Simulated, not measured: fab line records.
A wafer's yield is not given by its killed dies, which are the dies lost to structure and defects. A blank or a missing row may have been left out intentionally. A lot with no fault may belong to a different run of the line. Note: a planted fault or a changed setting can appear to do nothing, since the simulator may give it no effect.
Matching of chambers + flow n5_finfet + 4 sister chambers for N5_FIN_SAQP_MANDREL_ETCH_58 on rie_si-03
The step etches a-Si in HBr/Cl2, stops on SiNx, target depth 45 nm, bt time 10 s, time 27 s. 20 wafers are shown with their chamber, then 10 later ones without.

WAFERS PAIRED WITH THEIR CHAMBERS
| wafer  | chamber | drypump_motor_current_A (A) | oes_product_au (a.u.) |
|--------|---------|-----------------------------|-----------------------|
| L074.3 | 1       | 5.3                         | 0.700                 |
| L074.4 | 3       | 5.3                         | 0.677                 |
| L074.6 | 3       | 5.3                         | 0.690                 |
| L075.1 | 2       | 6.3                         | 0.707                 |
| L075.2 | 3       | 5.2                         | 0.683                 |
| L075.4 | 1       | 5.3                         | 0.719                 |
| L077.2 | 0       | 5.4                         | 0.698                 |
| L077.5 | 3       | 5.3                         | 0.689                 |
| L077.6 | 0       | 5.4                         | 0.719                 |
| L081.2 | 0       | 5.5                         | 0.705                 |
| L081.3 | 3       | 5.2                         | 0.680                 |
| L081.5 | 0       | 5.4                         | 0.714                 |
| L082.3 | 1       | 5.3                         | 0.702                 |
| L082.4 | 2       | 6.3                         | 0.715                 |
| L082.6 | 1       | 5.3                         | 0.714                 |
| L086.2 | 2       | 6.3                         | 0.705                 |
| L086.5 | 0       | 5.4                         | 0.707                 |
| L086.6 | 1       | 5.3                         | 0.712                 |
| L094.2 | 3       | 5.3                         | 0.686                 |
| L094.3 | 1       | 5.3                         | 0.706                 |

SIGNATURES (averages over the wafers above)
| reading                 | chamber 0 | chamber 1 | chamber 2 | chamber 3 | scatter within a chamber |
|-------------------------|-----------|-----------|-----------|-----------|--------------------------|
| drypump_motor_current_A | 5.420     | 5.300     | 6.300     | 5.267     | 0.0365                   |
| oes_product_au          | 0.70860   | 0.70883   | 0.70900   | 0.68417   | 0.00673                  |
Rule: a wafer lies at a distance from a chamber equal to the root of the sum of squares, over the readings, of (its reading less the chamber's mean, divided by the reading's scatter). If the next closest chamber is less than 2 further off than the closest, the wafer can't be placed; otherwise it belongs to the closest. The scatter is the square root of a quotient: the sum, over the shown wafers, of each reading's squared deviation from its chamber's mean, divided by wafers minus chambers.

WAFERS MISSING THEIR CHAMBER
| wafer  | drypump_motor_current_A (A) | oes_product_au (a.u.) |
|--------|-----------------------------|-----------------------|
| L094.5 | 5.2                         | 0.676                 |
| L095.1 | 5.3                         | 0.718                 |
| L095.2 | 5.3                         | 0.683                 |
| L095.4 | 5.4                         | 0.715                 |
| L096.4 | 6.3                         | 0.709                 |
| L096.5 | 5.3                         | 0.722                 |
| L096.6 | 5.4                         | 0.712                 |
| L097.2 | 5.3                         | 0.678                 |
| L097.4 | 6.3                         | 0.730                 |
| L097.5 | 6.3                         | 0.714                 |

WHICH CHAMBER EACH ONE RAN IN
| wafer  | from the rows above     | in truth |
|--------|-------------------------|----------|
| L094.5 | 3                       | 3        |
| L095.1 | 1                       | 1        |
| L095.2 | 3                       | 3        |
| L095.4 | can't be placed: 0 or 1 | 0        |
| L096.4 | 2                       | 2        |
| L096.5 | can't be placed: 1 or 0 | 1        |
| L096.6 | 0                       | 0        |
| L097.2 | 3                       | 3        |
| L097.4 | 2                       | 2        |
| L097.5 | 2                       | 2        |
8 of 10 placed correctly. Unplaceable from these rows: 2, with the true chamber sitting among the candidates in 2. Placed wrongly: 0.
